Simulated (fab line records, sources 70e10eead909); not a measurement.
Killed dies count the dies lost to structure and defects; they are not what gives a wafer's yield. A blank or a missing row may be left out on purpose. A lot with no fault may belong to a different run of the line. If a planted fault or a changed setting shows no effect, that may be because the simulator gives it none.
Struck lot and sound lot, side by side | flow nandHarc | 15 steps out of a route of 1159
Sound: wafers L903.2, L903.3, L903.4. Wafers struck: L895.1, L895.2, L895.5. Last of all comes the cause.
At each step with rows: each side's tool, then ch and its chambers, then its first start. Under that, the readings that differ: sound wafers | struck wafers | difference of the means | sigmas: that difference in standard deviations of wafers without a fault.
alike: readings whose means differ by less than 2 such deviations, and words and numbers that are the same on both sides. not compared: withheld readings, readings that some wafer has no value for, bounds like >300 that may hide the same value, and numbers for which the record gives no deviation and whose values overlap.
Wherever a step has rows on one side only, a row that says differs or no value, or a row with sigmas, the two part there. Numbers that have no deviation but don't overlap get no sigmas and don't part them. Lack of a reading on every wafer of one side parts them only where that side has two or more wafers.

first, 8 steps without rows for these wafers: NHARC_A_M1_HMDS_02 (time 30 s); NHARC_A_M1_COAT_34 (time 65 s); NHARC_A_M1_COAT_03 (resist thk 90 nm); NHARC_A_M1_SOFTBAKE_04 (time 55 s); NHARC_A_M1_EBR_05; NHARC_A_M1_EXPOSE_06 (exposes mask A M1, target cd 120 nm); NHARC_A_M1_PEB_07 (peb time 65 s); NHARC_A_M1_DEVELOP_08 (develop time 35 s).
NHARC_A_M1_CD_MEAS_09: target cd 120 nm.
  sound on cdSem-01 ch 0, day 20 04:51; struck on cdSem-01 ch 0, day 19 06:10
  alike: cdNm
NHARC_A_M1_OVL_MEAS_10: pitch 240 nm.
  sound: overlay-02 at day 20 04:57; struck: overlay-02 at day 19 06:16
  alike: overlayXNm, overlayYNm
NHARC_A_M1_INSPECT_11:
  sound: defectInspect-02 at day 20 04:59; struck: defectInspect-02 at day 19 06:19
  alike: rawDefectCount
NHARC_A_M1_DESCUM_14: chemistry O2, time 3 s.
  sound on rieDiel-05 ch 1,2,3, day 20 05:03; struck on rieDiel-13 ch 0,1,3, day 19 06:22
  alike: drypumpMotorCurrentA, oesProductAu, rfVppV, showerheadPlenumPTorr, throttleValvePct
  not compared: rfHoursCounterH
NHARC_A_M1_ETCH_35: etches the open film in N2/H2, target depth 40 nm, overetch 12 nm, time 43.94 s.
  sound on rieDiel-05 ch 1,2,3, day 20 05:08; struck on rieDiel-13 ch 0,2, day 19 06:28
  no value came back on the struck wafers for any of 8 readings (biasW (W), chamberPressureMTorr (mTorr) and others); on the sound wafers biasW (W) reads 149.5 150.2 149.8
NHARC_A_M1_ETCH_15: etches the open film in C4F8/Ar, target depth 182.5 nm, time 91.2 s.
  sound on rieDiel-05 ch 0,2,3; struck on rieDiel-13 ch 0,1, day 19 06:32
  alike: biasW, chamberPressureMTorr, oesProductAu, rfVppV
  not compared: rfHoursCounterH
NHARC_END_SORT_01:
  sound on prober-01 ch 0, day 21 21:32; struck on prober-01 ch 0, day 21 03:28
reading                | sound           | struck         | difference | sigmas
defectLimitedYield (%) | 94.7 94.2 93.9  | 0 0 0          | -94        | -59
killedAtArray          | 34 33 39        | 673 674 676    | +639       | +58
killedDies             | 36 39 41        | 677 677 677    | +638       | +58
sort_bin_2_pct (%)     | 1.9 1.9 2.5     | 96.9 97.9 97.9 | +95.5      | +99 or more
sortNPass              | 641 638 636     | 0 0 0          | -638       | -58
sortRimYieldPct (%)    | 100.0 94.3 94.3 | 0 0 0          | -96        | -40
sortYieldPct (%)       | 94.7 94.2 93.9  | 0 0 0          | -94        | -59
  alike: killedAtOther, killedAtPeriphery, killedOpen, killedShort, sort_bin_3_pct, sort_bin_4_pct

WHERE THEY PART
Earliest at NHARC_A_M1_ETCH_35; latest, in this record, at NHARC_END_SORT_01.

WHY: what the simulator had put in
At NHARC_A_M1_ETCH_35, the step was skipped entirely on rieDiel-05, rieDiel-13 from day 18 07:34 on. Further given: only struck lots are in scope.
